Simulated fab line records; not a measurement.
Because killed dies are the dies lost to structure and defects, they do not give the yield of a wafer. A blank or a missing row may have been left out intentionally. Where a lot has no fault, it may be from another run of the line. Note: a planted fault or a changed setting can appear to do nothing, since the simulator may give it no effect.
Lot-split experiment / flow n5 finfet / 7 lots, 21 wafers read, on a route of 1938 steps

## SPLIT DETAILS
At N5_BEOL_M5_COAT_71 (time 60 s, resist thk 5 nm), the setting spin rpm was moved away from the recipe's 1500 rpm on 4 of the 21 wafers read, by -7.7% to +8.5%. This setting was run at the recipe's value on the other wafers.

## FROM THE SPLIT TO THE READING: what the file shows between them, 7 steps
- N5_BEOL_M5_COAT_05: resist thk 30 nm (also split here: spin rpm)
- N5_BEOL_M5_EBR_07
- N5_BEOL_M5_SOFTBAKE_06: time 60 s
- N5_BEOL_M5_EXPOSE_08: exposes mask M5, target cd 28 nm
- N5_BEOL_M5_PEB_09: peb time 60 s
- N5_BEOL_M5_DEVELOP_10: develop time 30 s
- N5_BEOL_M5_DESCUM_16: chemistry O2, time 7 s

## THE READING
etch.depth nm (the simulator's own value, which no gauge read), in nm, at N5_BEOL_M5_ETCH_72 (etches underlayer in N2/H2, target depth 6.5 nm, time 5.2 s). The file gives no usual value for it. Here, 17 wafers ran the recipe; their average is 4.998 nm with a standard deviation of 0.018 nm.

wafer=L075.1; tool, chamber at the split=litho track-02, 0; spin rpm as run, rpm=1500; against the recipe=recipe; etch.depth nm, nm=4.994; against lot-mates on the recipe=-
wafer=L075.4; tool, chamber at the split=litho track-02, 0; spin rpm as run, rpm=1385; against the recipe=-7.7%; etch.depth nm, nm=5.196; against lot-mates on the recipe=+0.198
wafer=L075.5; tool, chamber at the split=litho track-02, 0; spin rpm as run, rpm=1500; against the recipe=recipe; etch.depth nm, nm=5.002; against lot-mates on the recipe=-
wafer=L076.1; tool, chamber at the split=litho track-02, 0; spin rpm as run, rpm=1500; against the recipe=recipe; etch.depth nm, nm=5.013; against lot-mates on the recipe=-
wafer=L076.4; tool, chamber at the split=litho track-02, 0; spin rpm as run, rpm=1500; against the recipe=recipe; etch.depth nm, nm=5.002; against lot-mates on the recipe=-
wafer=L076.5; tool, chamber at the split=litho track-02, 0; spin rpm as run, rpm=1500; against the recipe=recipe; etch.depth nm, nm=5.014; against lot-mates on the recipe=-
wafer=L084.1; tool, chamber at the split=litho track-04, 0; spin rpm as run, rpm=1500; against the recipe=recipe; etch.depth nm, nm=5; against lot-mates on the recipe=-
wafer=L084.4; tool, chamber at the split=litho track-04, 0; spin rpm as run, rpm=1628; against the recipe=+8.5%; etch.depth nm, nm=4.798; against lot-mates on the recipe=-0.198
wafer=L084.5; tool, chamber at the split=litho track-04, 0; spin rpm as run, rpm=1500; against the recipe=recipe; etch.depth nm, nm=4.992; against lot-mates on the recipe=-
wafer=L091.3; tool, chamber at the split=litho track-05, 0; spin rpm as run, rpm=1500; against the recipe=recipe; etch.depth nm, nm=5.007; against lot-mates on the recipe=-
wafer=L091.4; tool, chamber at the split=litho track-05, 0; spin rpm as run, rpm=1500; against the recipe=recipe; etch.depth nm, nm=5.003; against lot-mates on the recipe=-
wafer=L091.5; tool, chamber at the split=litho track-05, 0; spin rpm as run, rpm=1500; against the recipe=recipe; etch.depth nm, nm=4.992; against lot-mates on the recipe=-
wafer=L095.1; tool, chamber at the split=litho track-02, 0; spin rpm as run, rpm=1500; against the recipe=recipe; etch.depth nm, nm=4.973; against lot-mates on the recipe=-
wafer=L095.2; tool, chamber at the split=litho track-02, 0; spin rpm as run, rpm=1500; against the recipe=recipe; etch.depth nm, nm=4.981; against lot-mates on the recipe=-
wafer=L095.5; tool, chamber at the split=litho track-02, 0; spin rpm as run, rpm=1543; against the recipe=+2.9%; etch.depth nm, nm=4.901; against lot-mates on the recipe=-0.076
wafer=L094.1; tool, chamber at the split=litho track-02, 0; spin rpm as run, rpm=1500; against the recipe=recipe; etch.depth nm, nm=4.968; against lot-mates on the recipe=-
wafer=L094.4; tool, chamber at the split=litho track-02, 0; spin rpm as run, rpm=1603; against the recipe=+6.9%; etch.depth nm, nm=4.805; against lot-mates on the recipe=-0.162
wafer=L094.6; tool, chamber at the split=litho track-02, 0; spin rpm as run, rpm=1500; against the recipe=recipe; etch.depth nm, nm=4.967; against lot-mates on the recipe=-
wafer=L097.1; tool, chamber at the split=litho track-04, 0; spin rpm as run, rpm=1500; against the recipe=recipe; etch.depth nm, nm=5.017; against lot-mates on the recipe=-
wafer=L097.2; tool, chamber at the split=litho track-04, 0; spin rpm as run, rpm=1500; against the recipe=recipe; etch.depth nm, nm=5.027; against lot-mates on the recipe=-
wafer=L097.3; tool, chamber at the split=litho track-04, 0; spin rpm as run, rpm=1500; against the recipe=recipe; etch.depth nm, nm=5.022; against lot-mates on the recipe=-

THE FIT
A straight line over all 21 wafers: etch.depth nm changes by -0.0258 nm for each +1% of spin rpm; r = -0.97; the points scatter about the line by 0.018 nm.
The same after taking each lot's own level away (the mean of its wafers on the recipe; 21 wafers): -0.0243 nm for each +1%; r = -1.00; scatter 0.0057 nm.
On that fit, the largest move of spin rpm shifts the reading by 0.21 nm.
Across the lots, their own levels run from 4.9675 to 5.0220 nm, a range of 3.1 times the standard deviation given above.
So the lot-to-lot level changes the slope little: the two slopes agree.
Check: for one of the wafers moved furthest among these (+8.5%), held out of the fit, the line's prediction against its lot-mates is -0.213 nm. It came out at -0.198 nm against them.

## OTHER SPLITS APPLIED TO THESE WAFERS
Before the reading, these wafers also passed through other splits. Each is held against what the fit with the lots' levels taken away leaves over:
other split on the same wafers=N5_BEOL_M3_EXPOSE_08 dose mj; wafers away from the commonest value=5; r with etch.depth nm (lot level and that fit taken away)=+0.44
other split on the same wafers=N5_BEOL_M4_ETCH_64 bias w; wafers away from the commonest value=6; r with etch.depth nm (lot level and that fit taken away)=-0.26
other split on the same wafers=N5_BEOL_M4_COAT_22 spin rpm; wafers away from the commonest value=9; r with etch.depth nm (lot level and that fit taken away)=-0.02
other split on the same wafers=N5_BEOL_M5_COAT_05 spin rpm; wafers away from the commonest value=5; r with etch.depth nm (lot level and that fit taken away)=+0.01

## FILE'S OWN FIT
etch.depth nm changes by -0.0243 nm for each +1% of spin rpm, r = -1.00.
